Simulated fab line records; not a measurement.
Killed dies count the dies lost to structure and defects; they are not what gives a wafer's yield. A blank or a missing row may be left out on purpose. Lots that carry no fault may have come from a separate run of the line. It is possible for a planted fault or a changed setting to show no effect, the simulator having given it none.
Split-lot trial || flow n5 finfet || 21 wafers read from 7 lots, route of 1938 steps

ON THE SPLIT
At N5_BEOL_M8_ETCH_65 (etches SiARC in CF4, target depth 15.6 nm, time 26 s), the setting source w was moved away from the recipe's 545 W on 8 of the 21 wafers read, by -17.4% to +17.2%. This setting was run at the recipe's value on the other wafers.

The reading is taken at the split's own step.

THE READING
rf vpp V, in V, at N5_BEOL_M8_ETCH_65 (etches SiARC in CF4, target depth 15.6 nm, time 26 s). On this fab line, fault-free wafers typically give 184.2 V with a standard deviation of 1.2 V.

{"wafer": "L076.2", "tool, chamber at the split": "rie diel-04, 1", "source w as run, W": 545, "against the recipe": "recipe", "rf vpp V, V": 183.2, "against lot-mates on the recipe": "-"}
{"wafer": "L076.3", "tool, chamber at the split": "rie diel-04, 0", "source w as run, W": 545, "against the recipe": "recipe", "rf vpp V, V": 182.4, "against lot-mates on the recipe": "-"}
{"wafer": "L076.4", "tool, chamber at the split": "rie diel-04, 2", "source w as run, W": 545, "against the recipe": "recipe", "rf vpp V, V": 182.9, "against lot-mates on the recipe": "-"}
{"wafer": "L074.3", "tool, chamber at the split": "rie diel-03, 0", "source w as run, W": 545, "against the recipe": "recipe", "rf vpp V, V": 184.4, "against lot-mates on the recipe": "-"}
{"wafer": "L074.5", "tool, chamber at the split": "rie diel-03, 1", "source w as run, W": 545, "against the recipe": "recipe", "rf vpp V, V": 182.8, "against lot-mates on the recipe": "-"}
{"wafer": "L074.6", "tool, chamber at the split": "rie diel-03, 0", "source w as run, W": 545, "against the recipe": "recipe", "rf vpp V, V": 185.3, "against lot-mates on the recipe": "-"}
{"wafer": "L079.1", "tool, chamber at the split": "rie diel-06, 1", "source w as run, W": 450.7, "against the recipe": "-17.3%", "rf vpp V, V": 198.0, "against lot-mates on the recipe": "+13.9"}
{"wafer": "L079.4", "tool, chamber at the split": "rie diel-06, 0", "source w as run, W": 545, "against the recipe": "recipe", "rf vpp V, V": 184.6, "against lot-mates on the recipe": "-"}
{"wafer": "L079.6", "tool, chamber at the split": "rie diel-06, 0", "source w as run, W": 545, "against the recipe": "recipe", "rf vpp V, V": 183.5, "against lot-mates on the recipe": "-"}
{"wafer": "L083.1", "tool, chamber at the split": "rie diel-03, 1", "source w as run, W": 496.6, "against the recipe": "-8.9%", "rf vpp V, V": 190.3, "against lot-mates on the recipe": "+4.9"}
{"wafer": "L083.5", "tool, chamber at the split": "rie diel-03, 0", "source w as run, W": 545, "against the recipe": "recipe", "rf vpp V, V": 185.4, "against lot-mates on the recipe": "-"}
{"wafer": "L083.6", "tool, chamber at the split": "rie diel-03, 1", "source w as run, W": 496.6, "against the recipe": "-8.9%", "rf vpp V, V": 189.8, "against lot-mates on the recipe": "+4.4"}
{"wafer": "L088.1", "tool, chamber at the split": "rie diel-06, 2", "source w as run, W": 638.7, "against the recipe": "+17.2%", "rf vpp V, V": 173.9, "against lot-mates on the recipe": -13.0}
{"wafer": "L088.3", "tool, chamber at the split": "rie diel-06, 0", "source w as run, W": 638.7, "against the recipe": "+17.2%", "rf vpp V, V": 174.2, "against lot-mates on the recipe": -12.7}
{"wafer": "L088.5", "tool, chamber at the split": "rie diel-06, 3", "source w as run, W": 545, "against the recipe": "recipe", "rf vpp V, V": 186.9, "against lot-mates on the recipe": "-"}
{"wafer": "L092.2", "tool, chamber at the split": "rie diel-06, 0", "source w as run, W": 545, "against the recipe": "recipe", "rf vpp V, V": 183.2, "against lot-mates on the recipe": "-"}
{"wafer": "L092.5", "tool, chamber at the split": "rie diel-06, 1", "source w as run, W": 450.3, "against the recipe": "-17.4%", "rf vpp V, V": 197.6, "against lot-mates on the recipe": "+14.4"}
{"wafer": "L092.6", "tool, chamber at the split": "rie diel-06, 0", "source w as run, W": 450.3, "against the recipe": "-17.4%", "rf vpp V, V": 195.4, "against lot-mates on the recipe": "+12.2"}
{"wafer": "L095.1", "tool, chamber at the split": "rie diel-04, 3", "source w as run, W": 545, "against the recipe": "recipe", "rf vpp V, V": 183.1, "against lot-mates on the recipe": "-"}
{"wafer": "L095.4", "tool, chamber at the split": "rie diel-04, 2", "source w as run, W": 545, "against the recipe": "recipe", "rf vpp V, V": 183.7, "against lot-mates on the recipe": "-"}
{"wafer": "L095.5", "tool, chamber at the split": "rie diel-04, 3", "source w as run, W": 613.9, "against the recipe": "+12.6%", "rf vpp V, V": 174.7, "against lot-mates on the recipe": -8.7}

THE FIT
A straight line over all 21 wafers: rf vpp V changes by -0.683 V for each +1% of source w; r = -0.98; the points scatter about the line by 1.3 V.
The same after taking each lot's own level away (the mean of its wafers on the recipe; 21 wafers): -0.739 V for each +1%; r = -0.99; scatter 0.93 V.
Per that fit: largest source w move, reading shift of 13 V.
The span of the lots' own levels, 182.83 to 186.90 V, comes to 3.4 times the standard deviation stated above.
Consequently the slope shifts little with the lot-to-lot level, the two slopes agreeing.
Check: with one of the wafers moved furthest among these (-17.4%) left out of the fit, the line predicts +12.4 V for it against its lot-mates. It came out at +14.4 V against them.
Tool readings at the split's step, against how far the setting was moved: etch rf on time s r = -0.98; rf vpp V r = -0.98.

ADDITIONAL SPLITS CARRIED BY THESE WAFERS
Before the reading, these wafers also passed through other splits. Each is held against what the fit with the lots' levels taken away leaves over:
{"other split on the same wafers": "N5_BEOL_M7_EXPOSE_25 dose mj", "wafers away from the commonest value": 4, "r with rf vpp V (lot level and that fit taken away)": -0.02}
{"other split on the same wafers": "N5_BEOL_M7_ETCH_41 source w", "wafers away from the commonest value": 7, "r with rf vpp V (lot level and that fit taken away)": "+0.27"}

THE WHOLE CHAIN: every reading that the file lists as answering this split, in the file's order
{"step": "N5_BEOL_M8_ETCH_65", "what it does": "etches SiARC in CF4, target depth 15.6 nm, time 26 s", "reading": "etch rf on time s", "change (the file's fit)": "withheld for each +1% of the setting", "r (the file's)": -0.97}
{"step": "N5_BEOL_M8_ETCH_65", "what it does": "etches SiARC in CF4, target depth 15.6 nm, time 26 s", "reading": "rf vpp V", "change (the file's fit)": "-0.745 V for each +1% of the setting", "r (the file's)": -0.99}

THE FILE'S OWN FIT
rf vpp V changes by -0.745 V for each +1% of source w, r = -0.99.
